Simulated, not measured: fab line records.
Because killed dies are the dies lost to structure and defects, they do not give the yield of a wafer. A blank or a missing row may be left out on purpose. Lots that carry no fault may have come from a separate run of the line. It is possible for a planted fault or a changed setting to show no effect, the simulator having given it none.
A struck lot beside a sound one    flow n5 finfet    17 out of 1938 route steps
Sound: wafers L247.1, L247.4, L247.6. Wafers L255.1, L255.5, L255.6 were the ones struck. The cause is named last.
For every step that has rows: the tool of each side, followed by ch and its chambers, followed by its first start. Under that, the readings that differ: sound wafers    struck wafers    difference of the means    sigmas: that difference in standard deviations of wafers without a fault.
alike: a reading whose means differ by less than 2 such deviations, as well as words and numbers matching on both sides. not compared: withheld readings; readings where some wafer has no value; bounds like >300 that might hide an equal value; numbers whose values overlap and for which the record gives no deviation.
A row with sigmas, a row that says differs or no value, or rows on one side alone: a step with any of these is where the two part. Numbers that have no deviation but don't overlap get no sigmas and don't part them. A reading that every wafer of one side lacks parts them only if that side has two wafers or more.

first, 10 steps without rows for these wafers: N5_FIN_SAQP_ETCH_69 (etches SOC in N2/H2, stops on SiNx, target depth 150 nm); N5_FIN_SAQP_ETCH_67 (etches SiNx in CH3F/O2, target depth 30 nm); N5_FIN_SAQP_STRIP_70 (strips in N2/H2); N5_FIN_SAQP_RECESS_71 (chemistry HF/NH3, target SiO2, target depth 3 nm, afs cycles 1, sublimation time 60 s); N5_FIN_SAQP_SPACER2_ALD_28 (deposits SiO2, target thk 8.1 nm, pulse time 1 s, purge time 2 s); N5_FIN_SAQP_SPACER2_ETCHBACK_29 (etches SiO2 in CHF3/O2, target depth 12.2 nm, time 6.1 s); N5_FIN_SAQP_MANDREL2_REMOVE_60 (chemistry HBr/Cl2/O2, target a-Si, stops on SiNx, bt time 10 s); N5_FIN_SAQP_HM_OPEN_33 (chemistry CH3F/O2, target SiNx, target depth 49.4 nm, time 70.6 s); N5_FIN_SAQP_ETCH_34 (etches SiO2 in C4F6/O2, target depth 45 nm, time 15 s); N5_FIN_SAQP_STRIP_77 (strips in N2/H2, time 90 s).
N5_FIN_SAQP_ETCH_64: etches SiO2 in CF4, target depth 1.5 nm.
  sound on rie si-01 ch 0,1,2, day 2 13:44; struck on rie si-01 ch 0,1,3, day 4 14:25
  no value came back on the struck wafers for any of 6 readings (bias w (W), cf4 flow sccm (sccm) and others); on the sound wafers bias w (W) reads 396.9 399.6 397.4
reading                                       sound       struck          difference  sigmas
model.SiNx_of_FIN_SAQP_HM_DEP_03.thk nm (nm)  31.6 32 32  33.8 34.6 34.4  +2.4        
  not compared: rf hours counter h
then, 2 steps without rows for these wafers: N5_FIN_SAQP_FIN_ETCH_36 (etches the open film in HBr/Cl2/O2, target depth 120 nm, time 50.4 s); N5_FIN_SAQP_PRECLEAN_38 (cleans in O3/DIW, time 45 s).
N5_FIN_SAQP_PRECLEAN_45: cleans in dHF, time 10 s.
  sound on wet bench-03 ch 0,5,6, day 2 13:56; struck on wet bench-06 ch 0,3,5, day 4 14:36
reading                                       sound         struck      difference  sigmas
model.SiNx_of_FIN_SAQP_HM_DEP_03.thk nm (nm)  20 20.8 20.4  22.2 23 23  +2.3        
  alike: temp c
then, 1 step without rows for these wafers: N5_FIN_SAQP_SRD_39 (time 30 s).
N5_BEOL_M4_RC_MEAS_101:
  the record has rows for the sound wafers here (prober-02 ch 0, day 7 20:25) and none for the struck ones
-- here the record skips 11 days between the struck wafers' starts before and after, leaving off in module BEOL_M4 and picking up in module PASSIVATION (first step shown: number 1936 of the route) --
N5_PASSIVATION_PROBE_49:
  sound on prober-01 at day 12 10:18; struck on prober-02 at day 15 08:00
reading                   sound           struck          difference  sigmas
defect limited yield (%)  89.1 88.8 89.9  0 0 0           -89         -64
killed at front end       42 52 33        1124 1102 1106  +1068       +97
killed dies               129 132 119     1180 1180 1180  +1053       +66
killed on rim             19 19 14        152 152 152     +135        +35
sort_bin_5_function (%)   6.1 6.9 5.8     96.5 95.8 95.2  +89.6       +98
sort n pass               1051 1048 1061  0 0 0           -1053       -66
sort yield pct (%)        89.1 88.8 89.9  0 0 0           -89         -64
  alike: killed_at_M0_to_M3, killed_at_M4_up, killed at contacts, killed at other, killed open, killed short, sort_bin_6_memory

## WHERE THEY PART
Earliest at N5_FIN_SAQP_ETCH_64; latest, in this record, at N5_PASSIVATION_PROBE_49.

WHY: whatever the simulator had introduced
Entire step skipped (rie si-01, N5_FIN_SAQP_ETCH_64), from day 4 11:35 onward. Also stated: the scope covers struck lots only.
